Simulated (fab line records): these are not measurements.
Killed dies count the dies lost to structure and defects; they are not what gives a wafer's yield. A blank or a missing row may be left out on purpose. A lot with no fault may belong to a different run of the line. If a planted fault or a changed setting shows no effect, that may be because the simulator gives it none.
Comparing a struck lot with a sound one -- flow n5_finfet -- 15 out of 1938 route steps
Sound: wafers L113.1, L113.4, L113.5. Struck: wafer L118.2 (L118.4, L118.5, from the same lot, were not struck and are left out); the cause is given at the end.
At each step with rows: each side's tool, then ch and its chambers, then its first start. Under that, the readings that differ: sound wafers -- struck wafers -- difference of the means -- sigmas: that difference in standard deviations of wafers without a fault.
alike: readings whose means differ by less than 2 such deviations, and words and numbers that are the same on both sides. not compared: withheld readings, readings that some wafer has no value for, bounds like >300 that may hide the same value, and numbers for which the record gives no deviation and whose values overlap.
The two part at a step that has a row with sigmas, a row that says differs or no value, or rows on one side only. Numbers that don't overlap but have no deviation are shown without sigmas and don't part them. A reading that every wafer of one side lacks parts them only if that side has two wafers or more.

first, 2 steps without rows for these wafers: N5_BEOL_M14_PRECLEAN_39 (cleans in residue remover, time 60 s); N5_BEOL_M14_SRD_40 (time 30 s, dry time 30 s).
N5_BEOL_M14_DEGAS_41: time 60 s.
  sound on pvd_sputter-03 at day 12 04:17; struck on pvd_sputter-03 at day 13 06:19
  alike: heater_power_w
N5_BEOL_M14_PRE_CLEAN_42: time 30 s.
  sound on pvd_sputter-03 at day 12 04:20; struck on pvd_sputter-03 at day 13 06:21
  alike: heater_power_w
N5_BEOL_M14_SPUTTER_43: material TaN, target thk 15 nm, time 24.19 s.
  sound on pvd_sputter-03 at day 12 04:22; struck on pvd_sputter-03 at day 13 06:23
  alike: throttle_valve_pct
then, 1 step without rows for these wafers: N5_BEOL_M14_SPUTTER_44 (material Ta, target thk 15 nm, time 24.19 s).
N5_BEOL_M14_SPUTTER_45: material Cu, target thk 100 nm, time 16.67 s.
  sound on pvd_sputter-03 at day 12 04:32; struck on pvd_sputter-03 at day 13 06:33
  alike: chuck_gas_flow_sccm, throttle_valve_pct
then, 2 steps without rows for these wafers: N5_BEOL_M14_ECD_47 (material Cu, target thk 1248 nm); N5_BEOL_M14_ANNEAL_48 (time 90 s).
N5_BEOL_M14_CMP_49: polishes, stops on SiO2, t overpolish 5.2 s, target thk 560 nm.
  sound on cmp-01 ch 0,2,3, day 12 05:11; struck on cmp-03 ch 3, day 13 07:11
  alike: barrier_field_endpoint_s, motor_current_A, overpolish_run_s, time_to_endpoint_s
N5_BEOL_M14_THK_MEAS_50: measures by xrf.
  sound on film_metro-01 at day 12 05:27; struck on film_metro-01 at day 13 07:26
  alike: M14_THK
then, 1 step without rows for these wafers: N5_BEOL_M14_PRE_CLEAN_52 (time 15 s).
N5_BEOL_M14_DEP_53: deposits SiCN from 3MS/NH3, target thk 50 nm, time 17.8 s.
  sound on pecvd-04 ch 0,1,2, day 12 05:31; struck on pecvd-03 ch 1, day 13 07:31
reading,sound,struck,difference,sigmas
model.SiCN_of_BEOL_M14_DEP_53.thk_nm (nm),49.2 50 51.2,47.2,-2.9,
  alike: showerhead_plenum_p_Torr, throttle_valve_pct
  not compared: since_wet_clean_h
N5_BEOL_M14_RS_MEAS_54: a four-point-probe measurement.
  sound on film_metro-01 at day 12 05:35; struck on film_metro-02 at day 13 07:34
  alike: M14_RS
next, for these wafers, 1 step has no rows: N5_PASSIVATION_PROBE_49.

WHERE THEY PART
Nowhere in this record.

WHY: what had been put in by the simulator
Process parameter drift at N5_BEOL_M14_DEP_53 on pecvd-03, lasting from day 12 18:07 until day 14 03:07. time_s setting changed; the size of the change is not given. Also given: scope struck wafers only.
